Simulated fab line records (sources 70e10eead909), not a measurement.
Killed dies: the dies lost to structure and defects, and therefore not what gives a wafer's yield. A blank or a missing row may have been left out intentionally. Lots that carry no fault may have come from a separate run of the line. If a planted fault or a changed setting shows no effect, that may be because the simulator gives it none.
Matching of chambers | flow nand-harc | ald-metal-02 running NHARC_A_BLC_ALD_23: 4 sister chambers
The step deposits TiN, target thk 3 nm, pulse time 1 s, ald cycles 150. 8 wafers are shown with their chamber, then 7 later ones without.

== WAFERS WITH THEIR CHAMBER ==
wafer  | chamber | heater-power-w (W) | precursor-pulse-height-rel
L079.5 | 1       | 933                | 0.995
L082.3 | 2       | 927                | 1.004
L082.6 | 0       | 1114               | 0.996
L087.2 | 1       | 866                | 1.036
L087.3 | 3       | 1077               | 1.029
L087.6 | 2       | 917                | 0.993
L089.3 | 0       | 1129               | 1.004
L089.4 | 3       | 1055               | 1.049

== WAFERS WITH NO CHAMBER GIVEN ==
wafer  | heater-power-w (W) | precursor-pulse-height-rel
L089.5 | 1048               | 1.022
L091.1 | 1054               | 0.997
L091.4 | 916                | 0.975
L091.6 | 1108               | 1.016
L093.2 | 1113               | 0.992
L093.3 | 867                | 0.968
L093.4 | 841                | 0.997

== CHAMBER TAKEN BY EACH ==
wafer  | from the rows above     | in truth
L089.5 | can't be placed: 3 or 0 | 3
L091.1 | can't be placed: 3 or 0 | 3
L091.4 | can't be placed: 2 or 1 | 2
L091.6 | can't be placed: 0 or 3 | 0
L093.2 | 0                       | 0
L093.3 | can't be placed: 2 or 1 | 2
L093.4 | can't be placed: 1 or 2 | 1
Correct placement for 1 of the 7. Not placeable from these rows: 6 (in 6, the candidates include the true chamber). 0 placed wrongly.
How it was worked out, from the rows above alone: a wafer's distance from a chamber is the root of the sum, over the readings, of the square of ((its reading less the chamber's mean) divided by the reading's scatter). The wafer belongs to the nearest chamber; if the next one is less than 2 further off, it can't be placed. For every chamber, the mean is computed from those of its wafers that are shown. The scatter: the root of (the sum of the squares of (reading less its chamber's mean) over the shown wafers, divided by (wafers less chambers)).
